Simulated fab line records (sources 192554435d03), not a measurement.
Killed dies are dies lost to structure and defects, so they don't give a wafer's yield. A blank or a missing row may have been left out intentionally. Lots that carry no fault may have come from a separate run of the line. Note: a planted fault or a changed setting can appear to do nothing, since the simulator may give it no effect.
Split-lot trial ; flow n5-finfet ; route with 1938 steps; 7 lots, 36 wafers read

## SPLIT DETAILS
At N5_BEOL_M3_ETCH_64 (etches SOC in N2/H2, target depth 75 nm, overetch 15 nm, time 112.5 s), the setting time-s was moved away from the recipe's 112.5 s on 12 of the 36 wafers read, by +18.6% to +57.4%. This setting was run at the recipe's value on the other wafers.

## FROM THE SPLIT TO THE READING: what the file shows between them, 5 steps
- N5_BEOL_M3_STRIP_65: strips in N2/H2
- N5_BEOL_M3_STRIP_75: strips in N2/H2
- N5_BEOL_M3_STRIP_66: strips in CF4
- N5_BEOL_M3_HM_OPEN_17: chemistry Cl2/BCl3, target TiN, target depth 20 nm, overetch 6 nm
- N5_BEOL_M3_STRIP_19: strips in O2

## THE READING
cd-nm, in nm, at N5_BEOL_M3_CD_MEAS_18 (pitch 36 nm, target cd 18 nm). A value of 18.0 nm with a standard deviation of 0.31 nm is what fault-free wafers of this fab line usually give.

wafer;tool, chamber at the split;time-s as run, s;against the recipe;cd-nm, nm;against lot-mates on the recipe
L076.1;rie-diel-04, 0;112.5;recipe;17.8;-
L076.2;rie-diel-04, 3;168.1;+49.4%;19.1;+1.1
L076.3;rie-diel-04, 1,0;168.1;+49.4%;18.8;+0.8
L076.4;rie-diel-04, 1,3;112.5;recipe;18.2;-
L076.5;rie-diel-04, 1,3;112.5;recipe;18.0;-
L076.6;rie-diel-04, 1,0;168.1;+49.4%;18.8;+0.8
L081.1;rie-diel-05, 2,0,0;112.5;recipe;18.0;-
L081.2;rie-diel-05, 1;112.5;recipe;18.1;-
L081.3;rie-diel-05, 2,0,0;112.5;recipe;17.6;-
L081.4;rie-diel-05, 2;112.5;recipe;17.3;-
L081.5;rie-diel-05, 1;112.5;recipe;17.7;-
L081.6;rie-diel-05, 2,0,0;112.5;recipe;17.7;-
L084.1;rie-diel-05, 2;133.4;+18.6%;17.8;+0.0
L084.2;rie-diel-05, 3;112.5;recipe;17.8;-
L084.3;rie-diel-05, 1;133.4;+18.6%;18.1;+0.3
L084.4;rie-diel-05, 0;112.5;recipe;17.9;-
L084.5;rie-diel-05, 3;112.5;recipe;17.7;-
L084.6;rie-diel-05, 2;133.4;+18.6%;18.5;+0.7
L087.1;rie-diel-05, 1;171.1;+52.1%;19.2;+1.6
L087.2;rie-diel-05, 0;112.5;recipe;17.9;-
L087.3;rie-diel-05, 3;112.5;recipe;17.8;-
L087.4;rie-diel-05, 2;171.1;+52.1%;19.0;+1.4
L087.5;rie-diel-05, 2;112.5;recipe;17.0;-
L087.6;rie-diel-05, 1;171.1;+52.1%;19.5;+1.9
L093.2;rie-diel-05, 2;112.5;recipe;17.7;-
L093.5;rie-diel-05, 1;112.5;recipe;17.6;-
L093.6;rie-diel-05, 0;112.5;recipe;17.6;-
L096.1;rie-diel-05, 3,1;112.5;recipe;18.1;-
L096.2;rie-diel-05, 2;177.1;+57.4%;19.5;+1.4
L096.3;rie-diel-05, 1;177.1;+57.4%;19.4;+1.3
L096.4;rie-diel-05, 0;112.5;recipe;17.9;-
L096.5;rie-diel-05, 3,1;112.5;recipe;18.2;-
L096.6;rie-diel-05, 2;177.1;+57.4%;19.2;+1.1
L097.2;rie-diel-04, 3;112.5;recipe;17.6;-
L097.3;rie-diel-04, 0;112.5;recipe;17.9;-
L097.5;rie-diel-04, 3;112.5;recipe;18.3;-
If several chambers appear in one row, that row covers several wafers at once and the file leaves open which wafer was in which chamber.

THE FIT
A straight line over all 36 wafers: cd-nm changes by +0.0257 nm for each +1% of time-s; r = +0.91; the points scatter about the line by 0.28 nm.
The same after taking each lot's own level away (the mean of its wafers on the recipe; 36 wafers): +0.0243 nm for each +1%; r = +0.90; scatter 0.28 nm.
According to that fit, moving time-s by its largest amount changes the reading by 1.4 nm.
The span of the lots' own levels, 17.57 to 18.07 nm, comes to 1.6 times the standard deviation stated above.
Consequently the slope shifts little with the lot-to-lot level, the two slopes agreeing.
Check: with one of the wafers moved furthest among these (+57.4%) left out of the fit, the line predicts +1.38 nm for it against its lot-mates. Against them it came out at +1.43 nm.

## OTHER SPLITS ON THESE WAFERS
Note: prior to the reading, these wafers also went through further splits. Each is held against what the fit with the lots' levels taken away leaves over:
other split on the same wafers;wafers away from the commonest value;r with cd-nm (lot level and that fit taken away)
N5_FIN_SAQP_SPACER1_ALD_24 ald-cycles;12;-0.36
N5_SD_EPI_P_EPI_21 time-s;17;-0.17
N5_HKMG_FIN_ALD_75 target-thk-a;16;-0.25
N5_MOL_CONTACT_COAG_ETCH_124 target-depth-a;11;-0.15

## THE WHOLE CHAIN: every reading that the file lists as answering this split, in the file's order
step;what it does;reading;change (the file's fit);r (the file's)
N5_BEOL_M3_ETCH_64;etches SOC in N2/H2, target depth 75 nm, overetch 15 nm, time 112.5 s;SiARC_of_BEOL_M3_COAT_62.thk-nm (the simulator's own value, which no gauge read);-0.0508 nm for each +1% of the setting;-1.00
N5_BEOL_M3_ETCH_64;etches SOC in N2/H2, target depth 75 nm, overetch 15 nm, time 112.5 s;BEOL_M3.cd-offset-nm (the simulator's own value, which no gauge read);+0.0203 nm for each +1% of the setting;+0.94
N5_BEOL_M3_HM_OPEN_17;chemistry Cl2/BCl3, target TiN, target depth 20 nm, overetch 6 nm;etch.depth-nm (the simulator's own value, which no gauge read);not straight: 19.85 at the lowest setting, 19.8 at the recipe, 13.89 at the highest;not given
N5_BEOL_M3_HM_OPEN_17;chemistry Cl2/BCl3, target TiN, target depth 20 nm, overetch 6 nm;BEOL_M3.cd-offset-nm (the simulator's own value, which no gauge read);+0.0193 nm for each +1% of the setting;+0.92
N5_BEOL_M3_CD_MEAS_18;pitch 36 nm, target cd 18 nm;cd-nm;+0.0241 nm for each +1% of the setting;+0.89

## THE FILE'S OWN FIT
cd-nm changes by +0.0241 nm for each +1% of time-s, r = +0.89.
